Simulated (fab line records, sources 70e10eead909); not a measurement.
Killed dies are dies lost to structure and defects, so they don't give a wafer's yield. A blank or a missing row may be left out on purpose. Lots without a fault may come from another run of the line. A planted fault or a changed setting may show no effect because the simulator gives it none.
A struck lot beside a sound one | flow nand_harc | 14 steps out of a route of 1302
Sound: wafers L890.1, L890.2, L890.5. Struck: wafer L898.6. (L898.4, L898.5 of the same lot were not struck and are left out.) The cause comes at the end.
At each step with rows: each side's tool, then ch and its chambers, then its first start. Under that, the readings that differ: sound wafers | struck wafers | difference of the means | sigmas: that difference in standard deviations of wafers without a fault.
alike: readings whose means differ by less than 2 such deviations, and words and numbers that are the same on both sides. not compared: withheld readings, readings that some wafer has no value for, bounds like >300 that may hide the same value, and numbers for which the record gives no deviation and whose values overlap.
The two part at a step that has a row with sigmas, a row that says differs or no value, or rows on one side only. Numbers that don't overlap but have no deviation are shown without sigmas and don't part them. A reading that every wafer of one side lacks parts them only if that side has two wafers or more.

NHARC_A_STAIRCASE_ETCH_13: etches the open film in C4F8/O2, target depth 100 nm, time 40.5 s.
  sound on rie_diel-09 ch 0,3; struck on rie_diel-13 ch 2
  alike: oes_product_au, rf_vpp_V
  not compared: rf_hours_counter_h
then, 1 step without rows for these wafers: NHARC_A_STAIRCASE_TRIM_14 (chemistry O2, time 211.2 s).
NHARC_A_STAIRCASE_ETCH_15: etches the open film in C4F8/O2, target depth 100 nm, time 40.5 s.
  sound on rie_diel-09 ch 0,1,2; struck on rie_diel-13 ch 2
  reading      | sound       | struck | difference | sigmas
  rf_vpp_V (V) | 906 897 902 | 891    | -11        | -2
  alike: oes_product_au
  not compared: rf_hours_counter_h
then, 3 steps without rows for these wafers: NHARC_A_STAIRCASE_TRIM_16 (chemistry O2, time 211.2 s); NHARC_A_STAIRCASE_ETCH_17 (etches the open film in C4F8/O2, target depth 100 nm, time 40.5 s); NHARC_A_STAIRCASE_TRIM_18 (chemistry O2, time 211.2 s).
NHARC_A_STAIRCASE_ETCH_19: etches the open film in C4F8/O2, target depth 100 nm, time 40.5 s.
  sound on rie_diel-09 ch 1,3; struck on rie_diel-13 ch 3
  alike: oes_product_au, rf_vpp_V
  not compared: rf_hours_counter_h
NHARC_A_STAIRCASE_TRIM_20: chemistry O2, time 211.2 s.
  sound on rie_diel-09 ch 1,2,3, day 16 14:02; struck on rie_diel-13 ch 3, day 20 09:22
  alike: drypump_motor_current_A, oes_product_au, rf_vpp_V, showerhead_plenum_p_Torr, throttle_valve_pct
  not compared: rf_hours_counter_h
NHARC_A_STAIRCASE_ETCH_21: etches the open film in C4F8/O2, target depth 100 nm, time 40.5 s.
  sound on rie_diel-09 ch 0,1,3; struck on rie_diel-13 ch 1
  alike: oes_product_au, rf_vpp_V
  not compared: rf_hours_counter_h
then, 2 steps without rows for these wafers: NHARC_A_STAIRCASE_TRIM_22 (chemistry O2, time 211.2 s); NHARC_A_STAIRCASE_ETCH_23 (etches the open film in C4F8/O2, target depth 100 nm, time 40.5 s).
NHARC_A_STAIRCASE_TRIM_24: chemistry O2, time 211.2 s.
  sound on rie_diel-09 ch 1,2,3, day 16 14:33; struck on rie_diel-13 ch 0, day 20 09:55
  reading               | sound             | struck | difference | sigmas
  oes_product_au (a.u.) | 1.009 1.005 1.009 | 1.219  | +0.211     | +23
  alike: drypump_motor_current_A, rf_vpp_V, showerhead_plenum_p_Torr, throttle_valve_pct
  not compared: rf_hours_counter_h
then, 1 step without rows for these wafers: NHARC_A_STAIRCASE_ETCH_25 (etches the open film in C4F8/O2, target depth 100 nm, time 40.5 s).
-- the record jumps here: 9 days lie between the struck wafers' starts before and after (it left off in module A_STAIRCASE and takes up again in module END, whose first step shown is number 1302 of the route) --
NHARC_END_SORT_01:
  the record has rows for the struck wafers here (prober-01 ch 0, day 29 10:22) and none for the sound ones

WHERE THEY PART
First at NHARC_A_STAIRCASE_ETCH_15; last, within this record, at NHARC_END_SORT_01.

WHY: what the simulator had put in
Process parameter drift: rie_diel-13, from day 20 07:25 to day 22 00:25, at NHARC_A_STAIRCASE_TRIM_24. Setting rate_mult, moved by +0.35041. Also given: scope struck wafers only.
